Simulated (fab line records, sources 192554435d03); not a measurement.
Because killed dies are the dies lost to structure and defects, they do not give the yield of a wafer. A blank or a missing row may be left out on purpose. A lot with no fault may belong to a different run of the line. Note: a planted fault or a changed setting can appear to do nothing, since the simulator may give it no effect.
Matching of chambers :: flow n5 finfet :: N5_BEOL_M14_VIA_ETCH_16 on rie diel-05: 3 sister chambers
The step etches SiO2 in C4F8/O2/Ar, target depth 1231.3 nm. 6 wafers are shown with their chamber, then 5 later ones without.

== WAFERS, EACH WITH ITS CHAMBER ==
wafer: L078.5
chamber: 2
showerhead plenum p Torr (Torr): 3.37
rf vpp V (V): 2231

wafer: L080.1
chamber: 2
showerhead plenum p Torr (Torr): 3.37
rf vpp V (V): 2231

wafer: L079.3
chamber: 3
showerhead plenum p Torr (Torr): 3.34
rf vpp V (V): 2219

wafer: L079.5
chamber: 0
showerhead plenum p Torr (Torr): 3.57
rf vpp V (V): 2247

wafer: L087.2
chamber: 3
showerhead plenum p Torr (Torr): 3.33
rf vpp V (V): 2220

wafer: L087.4
chamber: 0
showerhead plenum p Torr (Torr): 3.56
rf vpp V (V): 2245

== WAFERS WHOSE CHAMBER IS MISSING ==
wafer: L093.1
showerhead plenum p Torr (Torr): 3.36
rf vpp V (V): 2230

wafer: L093.4
showerhead plenum p Torr (Torr): 3.32
rf vpp V (V): 2219

wafer: L093.5
showerhead plenum p Torr (Torr): 3.32
rf vpp V (V): 2219

wafer: L094.2
showerhead plenum p Torr (Torr): 3.32
rf vpp V (V): 2218

wafer: L094.3
showerhead plenum p Torr (Torr): 3.36
rf vpp V (V): 2231

== CHAMBER TAKEN BY EACH ==
wafer: L093.1
from the rows above: 2
in truth: 2

wafer: L093.4
from the rows above: 3
in truth: 3

wafer: L093.5
from the rows above: 3
in truth: 3

wafer: L094.2
from the rows above: 3
in truth: 3

wafer: L094.3
from the rows above: 2
in truth: 2
Correct placement for 5 of the 5. Can't be placed from these rows: 0. 0 placed wrongly.
How it was worked out, from the rows above alone: a wafer's distance from a chamber is the root of the sum, over the readings, of the square of ((its reading less the chamber's mean) divided by the reading's scatter). The wafer belongs to the nearest chamber; if the next one is less than 2 further off, it can't be placed. A chamber's mean is the mean of its shown wafers. The scatter: the root of (the sum of the squares of (reading less its chamber's mean) over the shown wafers, divided by (wafers less chambers)).
